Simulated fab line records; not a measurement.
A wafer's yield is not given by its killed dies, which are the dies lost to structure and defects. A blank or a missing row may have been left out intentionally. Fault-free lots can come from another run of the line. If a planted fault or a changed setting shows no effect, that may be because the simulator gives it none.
Chamber matching :: flow n5 finfet :: 3 sister chambers for N5_FIN_SAQP_HM_DEP_03 on pecvd-03
The step deposits SiNx from SiH4/NH3/N2, target thk 38 nm, time 33.6 s. 14 wafers are shown with their chamber, then 7 later ones without.

## WAFERS PAIRED WITH THEIR CHAMBERS
wafer: L080.2
chamber: 0
showerhead plenum p Torr (Torr): 5.03
heater power w (W): 721

wafer: L080.3
chamber: 1
showerhead plenum p Torr (Torr): 5.21
heater power w (W): 899

wafer: L080.4
chamber: 1
showerhead plenum p Torr (Torr): 5.22
heater power w (W): 874

wafer: L083.4
chamber: 0
showerhead plenum p Torr (Torr): 5.05
heater power w (W): 689

wafer: L083.5
chamber: 1
showerhead plenum p Torr (Torr): 5.22
heater power w (W): 889

wafer: L083.6
chamber: 2
showerhead plenum p Torr (Torr): 5.13
heater power w (W): 680

wafer: L085.1
chamber: 1
showerhead plenum p Torr (Torr): 5.22
heater power w (W): 884

wafer: L085.4
chamber: 2
showerhead plenum p Torr (Torr): 5.09
heater power w (W): 671

wafer: L085.5
chamber: 0
showerhead plenum p Torr (Torr): 5.04
heater power w (W): 645

wafer: L087.2
chamber: 0
showerhead plenum p Torr (Torr): 5.05
heater power w (W): 682

wafer: L087.4
chamber: 0
showerhead plenum p Torr (Torr): 5.04
heater power w (W): 703

wafer: L087.5
chamber: 1
showerhead plenum p Torr (Torr): 5.22
heater power w (W): 765

wafer: L089.2
chamber: 2
showerhead plenum p Torr (Torr): 5.10
heater power w (W): 687

wafer: L089.4
chamber: 2
showerhead plenum p Torr (Torr): 5.11
heater power w (W): 700

SIGNATURES (means of the wafers above)
reading: showerhead plenum p Torr
chamber 0: 5.0420
chamber 1: 5.2180
chamber 2: 5.1075
scatter within a chamber: 0.0106

reading: heater power w
chamber 0: 688.00
chamber 1: 862.20
chamber 2: 684.50
scatter within a chamber: 37.9
Rule: for a wafer and a chamber, the distance is found by dividing, reading by reading, the gap between the wafer's reading and the chamber's mean by the reading's scatter, squaring, summing and taking the root. The wafer belongs to the nearest chamber; if the next one is less than 2 further off, it can't be placed. The scatter: take each reading less its chamber's mean, square it, sum over the shown wafers, divide by the number of wafers less the number of chambers, and take the root.

## WAFERS WITHOUT THEIR CHAMBER
wafer: L089.5
showerhead plenum p Torr (Torr): 5.21
heater power w (W): 802

wafer: L093.1
showerhead plenum p Torr (Torr): 5.21
heater power w (W): 790

wafer: L093.2
showerhead plenum p Torr (Torr): 5.11
heater power w (W): 727

wafer: L093.3
showerhead plenum p Torr (Torr): 5.05
heater power w (W): 731

wafer: L097.2
showerhead plenum p Torr (Torr): 5.10
heater power w (W): 711

wafer: L097.4
showerhead plenum p Torr (Torr): 5.10
heater power w (W): 719

wafer: L097.6
showerhead plenum p Torr (Torr): 5.05
heater power w (W): 698

## EACH ONE'S CHAMBER
wafer: L089.5
from the rows above: 1
in truth: 1

wafer: L093.1
from the rows above: 1
in truth: 1

wafer: L093.2
from the rows above: 2
in truth: 2

wafer: L093.3
from the rows above: 0
in truth: 0

wafer: L097.2
from the rows above: 2
in truth: 2

wafer: L097.4
from the rows above: 2
in truth: 2

wafer: L097.6
from the rows above: 0
in truth: 0
Correctly placed: 7 of 7. Number that these rows cannot place: 0. 0 placed wrongly.
